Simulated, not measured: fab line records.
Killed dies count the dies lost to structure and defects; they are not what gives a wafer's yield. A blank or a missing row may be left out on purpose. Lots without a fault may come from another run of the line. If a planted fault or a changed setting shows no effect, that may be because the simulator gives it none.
Problem report in the 8D (eight disciplines) form, filled by code | flow nand-harc | the parts of the form that need people (team, actions taken, sign-off) are left out

1. WHAT IS WRONG
Wafers without a fault read 27, standard deviation 11; killed-at-array at NHARC_END_SORT_01 reads a mean of 408 on 2 wafers belonging to 2 lots. That is +35 standard deviations from the usual mean.
Earliest sighting: wafer L579.1 on prober-01 at day 22 13:46. The record has a number at this step for 6 wafers belonging to 2 lots. By rule, "out" or "out of limits" means more than 4 standard deviations away from the usual mean. The rest of the wafers with a number are treated as sound.

2. WHAT IT IS; WHAT IT IS NOT
question                    | is                           | is not
which readings at this step | killed-at-array, killed-dies | killed-at-other, killed-at-periphery, killed-open, killed-short
which lots                  | L579, L581                   | -
which wafers of those lots  | L579.1, L581.1               | L579.4, L579.6, L581.4, L581.5
read on which gauges        | prober-01, prober-02         | -
when                        | from day 22 13:46            | up to then (0 sound wafers); but 4 sound wafers of L579, L581 came after

3. WHAT RULES OUT EACH SUSPECT
Counting: if a tool at a process step up to the reading ran every lot that is out, it stays a suspect. Sound lots after the first of them don't rule it out here, since some wafers of a struck lot are sound.
- the gauge at NHARC_END_SORT_01 has been ruled out. 2 gauges (prober-01, prober-02) read the wafers that are out.
- har-etch-01 at NHARC_A_CHANNEL_HOLE_D1_ETCH_22 (etches the open film in C4F8/O2/Ar, time 666.7 s, target depth 1600 nm): kept. It ran every lot that is out, first L579 (day 11 12:39).
- rie-diel-10 at NHARC_A_CHANNEL_FILL_D1_ETCHBACK_20 (etches the open film in C4F8/O2/Ar, target depth 27 nm, time 13.5 s): kept. It ran every lot that is out, first L579 (day 12 20:25). Its own readings are out on those wafers: oes-product-au.
After counting, har-etch-01 at NHARC_A_CHANNEL_HOLE_D1_ETCH_22 and rie-diel-10 at NHARC_A_CHANNEL_FILL_D1_ETCHBACK_20 remain.

4. THE CAUSE (what the simulator had put in)
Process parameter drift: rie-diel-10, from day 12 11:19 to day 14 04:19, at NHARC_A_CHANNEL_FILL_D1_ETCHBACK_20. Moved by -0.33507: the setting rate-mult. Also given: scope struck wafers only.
This tool is one of the 2 suspects left after counting.

5. SEQUENCE OF EFFECTS, ordered by route
Rows list readings where the struck wafers' mean (over those with a number) sits beyond 3 standard deviations from the usual. Only readings for which the record gives a usual standard deviation are gone through. hours: the time from each lot's start at the first step in this table that gives one to its start at this step, as a median over the lots. sigmas: the change in usual standard deviations.
hours | step                                | reading         | usual     | on struck wafers | change | sigmas
0     | NHARC_A_CHANNEL_FILL_D1_ETCHBACK_20 | oes-product-au  | 0.95 a.u. | 0.74             | -0.21  | -5.8
231   | NHARC_END_SORT_01                   | killed-at-array | 27        | 408              | +381   | +35
231   | NHARC_END_SORT_01                   | killed-dies     | 32        | 413              | +381   | +35
The process steps in it:
- NHARC_A_CHANNEL_FILL_D1_ETCHBACK_20: etches the open film in C4F8/O2/Ar, target depth 27 nm, time 13.5 s.

6. HOW IT WOULD HAVE BEEN CAUGHT EARLIER
242 hours passed between the start of the fault at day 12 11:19 and the first reading out of limits at a measuring or inspecting step in this record, taken at day 22 13:46.
At NHARC_A_CHANNEL_FILL_D1_ETCHBACK_20, the tool's own readings (oes-product-au) were out on each struck wafer the step has a row for, so an alarm limit on them would have fired on the first such wafer.
The start of NHARC_A_CHANNEL_FILL_D1_ETCHBACK_20 on rie-diel-10 came by day 22 13:46 for every one of the lots that are out (2). A hold on the tool at that time would have spared none of them.
